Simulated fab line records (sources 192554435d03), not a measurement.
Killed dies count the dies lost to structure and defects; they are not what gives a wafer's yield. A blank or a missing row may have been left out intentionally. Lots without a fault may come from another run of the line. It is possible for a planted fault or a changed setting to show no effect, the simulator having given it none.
fab line records | flow n5Finfet | part 2 of 2: steps 5 to 6 of 6
record lots=22 wafers=66 lastDay=17
route steps=1938 shown BEOL_M2@859 BEOL_M3@945
lots with no fault: from the same line, run without faults
startH: hours from the record's first day to the start of the lot's first wafer shown | waitH: how many hours have passed since the lot's step before this one | " the same as in the row above | L1.1+2: a single row standing in for several wafers | - no value, or no start was given | * or withheld: withheld | < > ~ a bound
route shown NAME@n: a module of which the file shows steps, and the number in the route of the first | usual: average and standard deviation across the fault-free wafers | same: alike in all rows | chamber/n: place in a boat | sites: per-site readings | _std_site: how widely they spread, as a standard deviation | _edge_site: mean of outer sites minus mean of inner sites | radiusMm: for every site, how far away it sits from the centre of the wafer | mask NAME#n: copy n | behind: the most recent tool/chamber to have shaped the wafer | hold: cause of the lot's hold/its duration in hours/its outcome | device: the n, p or np transistor that did not switch | end of line: the same wafers' tests at the end of the route | for a step that has no rows: nothing shown but its recipe | killed: dies that structure and defects cost at the first sort, which is not the same as the wafer's yield | map: a wafer's dies, marking killed ones x, the rest . and places with no die _
set.NAME: the run value of the setting; set.NAME@STEP: its run value at that earlier step | model.NAME: the simulator's own value behind a step, which no gauge read
a sample of lots followed through the steps of the route, with each step as a table and each wafer as a row
services: a tool's chamber out of use, with start hour (startH, from the record's first day; less than 0 if before it), hours out, and reason
## steps
# step N5_BEOL_M3_ETCH_63
# recipe chemistry=CF4 target=SiARC targetDepthA=156 maskMaterial=CAR-EUV timeS=26 ionEnergyEv=80 pressureMtorr=40 sourceW=545 biasW=36 Ar_flow_sccm=100 cf4FlowSccm=100 ends=cleared
# usual drypumpMotorCurrentA=5.4/0.48 etchRfOnTimeS=25.7/0.67 oesProductAu=0.69/0.088 rfVppV=184.3/1.3 showerheadPlenumPTorr=2.16/0.078 throttleValvePct=15.57/0.29
# columns lot.wafer tool chamber startH waitH drypumpMotorCurrentA etchRfOnTimeS oesProductAu rfHoursCounterH rfVppV showerheadPlenumPTorr throttleValvePct
L074.1 rieDiel-02 0 142.52 0.0 6.6 25.5 0.59 236 185.9 2.19 15.48
L074.3 " 1 " " 5.6 25.5 0.64 145 185.7 2.24 15.82
L074.6 " 2 " " 5.1 27.1 0.61 - 183.7 2.13 15.52
L076.1 rieDiel-01 0 153.72 0.0 5.3 24.7 0.74 68 185.6 2.25 15.51
L076.4 " 3 " " 5.7 25.3 0.61 - 185.1 2.22 15.66
L076.6 " 0 " " 5.3 24.5 0.75 - 186.6 2.25 15.47
L075.1 rieDiel-01 2 155.43 0.0 5.4 26.2 0.62 169 184.1 2.13 15.75
L075.3 " 3 " " 5.7 25.4 0.61 184 185.9 2.22 15.66
L075.6 " 2 " " 5.4 26.6 0.61 - 183.6 2.13 15.74
L077.2 rieDiel-04 3 176.04 0.0 5.9 26.0 0.60 212 182.9 2.04 16.01
L077.3 " 0 " " 5.4 25.5 0.80 14 182.5 2.10 15.33
L077.5 " 2 " " 4.7 24.7 0.79 - 185.3 2.29 15.43
L079.2 rieDiel-04 3 180.07 0.0 5.9 26.4 0.59 214 183.9 2.04 16.04
L079.4 " 2 " " 4.7 25.1 0.78 - 185.2 2.29 15.45
L079.6 " 3 " " 5.9 26.2 0.60 - 182.7 2.04 16.01
L078.1 rieDiel-01 3 182.79 0.0 5.7 25.8 0.60 195 184.0 2.22 15.69
L078.2 " 2 " " 5.4 26.3 0.61 179 183.6 2.13 15.76
L078.5 " 0 " " 5.3 25.1 0.73 - 186.7 2.25 15.51
L080.1 rieDiel-02 1 186.48 0.0 5.5 25.3 0.64 160 185.0 2.24 15.84
L080.4 " 1 " " 5.6 25.4 0.63 - 184.1 2.24 15.85
L080.5 " 3 " " 5.0 25.7 0.74 - 184.1 2.11 15.65
L082.1 rieDiel-04 0 188.69 0.0 5.4 25.5 0.80 18 183.4 2.10 15.35
L082.2 " 2 " " 4.7 25.1 0.78 26 185.4 2.29 15.45
L082.5 " 2 " " 4.7 24.8 0.78 - 184.9 2.29 15.41
L083.2 rieDiel-04 0 192.69 0.0 5.4 25.5 0.79 20 183.4 2.10 15.34
L083.3 " 3 " " 5.9 26.3 0.60 218 179.9 2.03 16.03
L083.4 " 0 " " 5.4 25.6 0.80 - 183.5 2.10 15.34
L084.1 rieDiel-04 3 195.77 0.0 5.9 26.1 0.60 220 183.1 2.03 16.05
L084.2 " 2 " " 4.7 24.8 0.78 29 185.6 2.28 15.45
L084.3 " 0 " " 5.3 25.7 0.79 21 183.7 2.10 15.36
L085.1 rieDiel-02 0 210.15 0.0 6.5 25.4 0.83 3 184.6 2.18 14.99
L085.2 " 3 " " 5.0 25.5 0.74 52 184.7 2.10 15.66
L085.3 " 1 " " 5.6 25.4 0.63 169 185.3 2.23 15.86
L087.1 rieDiel-04 0 227.27 0.0 5.4 25.4 0.78 30 183.5 2.10 15.36
L087.5 " 3 " " 5.9 26.4 0.59 - 184.1 2.03 16.05
L087.6 " 0 " " 5.4 25.7 0.77 - 183.4 2.10 15.37
L088.2 rieDiel-01 0 229.69 0.0 5.3 24.9 0.72 93 185.8 2.24 15.54
L088.3 " 3 " " 5.7 25.1 0.60 209 184.7 2.21 15.71
L088.5 " 3 " " 5.7 25.4 0.59 - 184.9 2.22 15.69
L089.2 rieDiel-04 0 238.78 0.0 5.3 25.3 0.78 34 185.5 2.10 15.37
L089.5 " 3 " " 5.9 25.8 0.59 - 183.7 2.03 16.04
L089.6 " 0 " " 5.4 25.3 0.78 - 184.3 2.10 15.38
L090.1 rieDiel-02 3 239.32 0.0 5.0 25.7 0.72 60 185.5 2.10 15.67
L090.3 " 0 " " 6.5 25.5 0.80 10 185.8 2.18 15.00
L090.4 " 2 " " 5.1 27.0 0.58 225 183.4 2.12 15.58
L091.1 rieDiel-02 2 240.01 0.0 5.1 26.9 0.58 226 183.9 2.12 15.58
L091.2 " 1 " " 5.6 25.3 0.64 179 184.6 2.23 15.88
L091.6 " 3 " " 5.0 25.7 0.73 - 183.2 2.10 15.68
L092.1 rieDiel-01 0 252.26 0.0 5.3 25.2 0.70 100 185.2 2.24 15.55
L092.2 " 3 " " 5.7 25.1 0.59 216 185.2 2.21 15.71
L092.4 " 2 " " 5.4 26.1 0.60 201 182.6 2.12 15.80
L093.2 rieDiel-02 2 258.61 0.0 5.1 27.4 0.57 232 182.6 2.12 15.59
L093.5 " 0 " " 6.5 25.6 0.79 - 184.3 2.18 15.01
L093.6 " 3 " " 5.0 25.9 0.71 - 183.1 2.10 15.69
L094.3 rieDiel-01 3 266.99 0.0 5.7 25.6 0.59 220 184.8 2.21 15.72
L094.4 " 2 " " 5.4 26.7 0.59 204 185.7 2.12 15.82
L094.5 " 3 " " 5.7 25.4 0.59 - 185.8 2.21 15.73
L095.1 rieDiel-04 1 268.68 0.0 5.1 25.3 0.80 21 184.0 2.18 15.18
L095.2 " 0 " " 5.4 25.4 0.76 42 184.6 2.09 15.38
L095.6 " 0 " " 5.4 25.4 0.76 - 183.8 2.09 15.38
L096.1 rieDiel-02 2 273.53 0.0 5.1 27.1 0.58 238 183.7 2.12 15.59
L096.2 " 3 " " 5.0 25.5 0.71 72 182.6 2.10 15.70
L096.5 " 2 " " 5.1 27.0 0.58 - 184.0 2.12 15.58
L097.1 rieDiel-02 3 283.46 0.0 5.0 25.6 0.71 75 183.0 2.09 15.71
L097.2 " 1 " " 5.6 25.5 0.62 189 185.8 2.23 15.89
L097.5 " 0 " " 6.5 25.8 0.77 - 183.6 2.18 15.02
# step N5_BEOL_M3_STRIP_36
# recipe chemistry=N2/H2 powerW=450 tempC=40 pressureMtorr=20 rfFrequencyHz=6e+07 overashFraction=0.3 biasPowerW=7 h2Frac=0.5 n2FlowSccm=200 h2FlowSccm=200
# usual drypumpMotorCurrentA=5.5/0.5 oesProductAu=0.81/0.1 rfVppV=59.2/1.4 showerheadPlenumPTorr=2.55/0.093 throttleValvePct=23.57/0.26
# columns lot.wafer tool chamber startH waitH drypumpMotorCurrentA oesProductAu rfHoursCounterH rfVppV showerheadPlenumPTorr throttleValvePct
L074.1 rieDiel-04 0 144.01 0.0 5.4 0.98 3 59.4 2.49 23.37
L074.3 " 1 " " 5.1 0.71 237 58.2 2.61 23.78
L074.6 " 0 " " 5.4 1.00 - 58.8 2.49 23.40
L076.1 rieDiel-02 0 155.81 0.0 6.5 0.70 241 56.4 2.61 23.71
L076.4 " 1 " " 5.6 0.77 150 59.0 2.62 23.41
L076.6 " 0 " " 6.4 0.70 - 61.6 2.61 23.70
L075.1 rieDiel-02 2 157.61 0.0 5.1 0.73 198 60.5 2.53 23.61
L075.3 " 3 " " 5.0 0.89 34 60.5 2.48 23.86
L075.6 " 3 " " 5.0 0.87 - 59.2 2.48 23.87
L077.2 rieDiel-04 0 179.49 0.0 5.4 0.94 15 59.7 2.49 23.40
L077.3 " 3 " " 5.9 0.70 213 60.2 2.40 23.79
L077.5 " 3 " " 5.9 0.70 - 59.7 2.40 23.79
L079.2 rieDiel-02 1 183.11 0.0 5.6 0.75 159 58.2 2.62 23.45
L079.4 " 3 " " 4.9 0.87 42 56.8 2.48 23.86
L079.6 " 3 " " 5.0 0.88 - 63.1 2.48 23.87
L078.1 rieDiel-02 2 185.40 0.0 5.1 0.71 207 57.4 2.53 23.64
L078.2 " 0 " " 6.5 0.67 250 60.3 2.61 23.72
L078.5 " 1 " " 5.6 0.76 - 59.8 2.62 23.43
L080.1 rieDiel-01 0 188.52 0.0 5.4 0.82 80 57.8 2.68 23.58
L080.4 " 0 " " 5.3 0.82 - 60.7 2.68 23.60
L080.5 " 3 " " 5.7 0.70 - 60.4 2.61 23.31
L082.1 rieDiel-04 3 191.55 0.0 6.0 0.70 218 57.1 2.40 23.80
L082.2 " 0 " " 5.4 0.93 19 58.9 2.48 23.42
L082.5 " 0 " " 5.3 0.93 - 59.0 2.48 23.41
L083.2 rieDiel-01 2 194.48 0.0 5.4 0.69 184 59.1 2.54 23.92
L083.3 " 3 " " 5.7 0.70 199 59.4 2.61 23.31
L083.4 " 1 " " 5.9 0.99 5 58.6 2.47 22.78
L084.1 rieDiel-01 3 197.72 0.0 5.7 0.70 200 60.2 2.61 23.31
L084.2 " 0 " " 5.3 0.84 84 58.2 2.68 23.61
L084.3 " 1 " " 6.0 0.98 6 57.8 2.47 22.80
L085.1 rieDiel-02 1 217.24 0.0 5.6 0.74 171 57.9 2.61 23.47
L085.2 " 2 " " 5.1 0.72 217 59.2 2.53 23.65
L085.3 " 3 " " 5.0 0.87 53 57.4 2.48 23.88
L087.1 rieDiel-02 3 231.76 0.0 4.9 0.85 58 59.5 2.47 23.90
L087.5 " 1 " " 5.6 0.74 - 59.1 2.61 23.44
L087.6 " 0 " " 6.4 0.94 - 58.2 2.60 23.25
L088.2 rieDiel-01 2 231.82 0.0 5.4 0.70 194 60.6 2.54 23.92
L088.3 " 3 " " 5.7 0.69 209 58.3 2.61 23.34
L088.5 " 0 " " 5.3 0.81 - 58.4 2.67 23.63
L089.2 rieDiel-04 0 241.76 0.0 5.4 0.90 35 59.8 2.48 23.40
L089.5 " 1 " " 5.1 0.95 - 57.0 2.60 23.42
L089.6 " 0 " " 5.4 0.90 - 57.3 2.48 23.41
L090.1 rieDiel-04 1 243.15 0.0 5.1 0.95 14 60.6 2.60 23.41
L090.3 " 3 " " 5.9 0.69 235 58.7 2.39 23.83
L090.4 " 2 " " 4.7 0.88 44 59.1 2.70 23.62
L091.1 rieDiel-02 3 243.31 0.0 5.0 0.84 62 59.9 2.47 23.89
L091.2 " 2 " " 5.1 0.71 227 58.8 2.52 23.67
L091.6 " 3 " " 5.0 0.83 - 57.9 2.47 23.88
L092.1 rieDiel-04 3 254.03 0.0 5.9 0.70 238 58.7 2.39 23.81
L092.2 " 1 " " 5.1 0.95 17 59.3 2.60 23.45
L092.4 " 0 " " 5.4 0.89 38 59.9 2.48 23.42
L093.2 rieDiel-01 0 260.26 0.0 5.3 0.80 103 59.3 2.67 23.63
L093.5 " 1 " " 5.9 0.93 - 57.5 2.46 22.79
L093.6 " 2 " " 5.4 0.69 - 59.3 2.54 23.96
L094.3 rieDiel-02 3 269.49 0.0 5.0 0.84 70 58.5 2.47 23.88
L094.4 " 3 " " 5.0 0.82 - 59.6 2.47 23.92
L094.5 " 0 " " 6.5 0.92 - 57.4 2.60 23.25
L095.1 rieDiel-02 0 277.51 0.0 6.5 0.90 20 59.2 2.60 23.28
L095.2 " 3 " " 5.0 0.82 73 60.5 2.47 23.90
L095.6 " 0 " " 6.5 0.90 - 58.9 2.60 23.27
L096.1 rieDiel-04 0 282.53 0.0 5.4 0.88 46 61.6 2.47 23.45
L096.2 " 2 " " 4.7 0.85 54 61.0 2.70 23.65
L096.5 " 3 " " 5.9 0.68 - 59.6 2.39 23.83
L097.1 rieDiel-04 1 286.68 0.0 5.1 0.93 26 60.1 2.60 23.41
L097.2 " 3 " " 5.9 0.68 246 59.8 2.39 23.84
L097.5 " 2 " " 4.7 0.85 - 56.7 2.70 23.64
## services
# columns tool chamber startH hours kind
rieDiel-04 0 116.36 - clean
rieDiel-04 0 116.36 - consumableReplace:focusRing
rieDiel-04 0 116.36 15.9 scheduledDown
rieDiel-04 0 116.36 15.9 ventCycle
rieDiel-06 2 158.01 - clean
rieDiel-06 2 158.01 - consumableReplace:focusRing
rieDiel-06 2 158.01 - consumableReplace:showerhead
rieDiel-06 2 158.01 24.5 scheduledDown
rieDiel-06 2 158.01 24.5 ventCycle
rieDiel-05 2 169.34 16.3 repair
rieDiel-05 0 170.33 5.8 repair
rieDiel-04 1 178.16 - clean
rieDiel-04 1 178.16 - consumableReplace:focusRing
rieDiel-02 0 185.57 - clean
rieDiel-02 0 185.57 - consumableReplace:focusRing
rieDiel-02 0 185.57 15.5 scheduledDown
rieDiel-02 0 185.57 15.5 ventCycle
rieDiel-01 1 187.31 5.4 repair
rieDiel-03 0 223.19 7.0 repair
rieDiel-02 0 227.10 2.8 repair
rieDiel-06 3 249.82 7.8 repair
rieDiel-02 1 264.14 12.0 repair
rieDiel-06 1 268.25 3.5 repair
rieDiel-05 1 280.42 2.5 repair
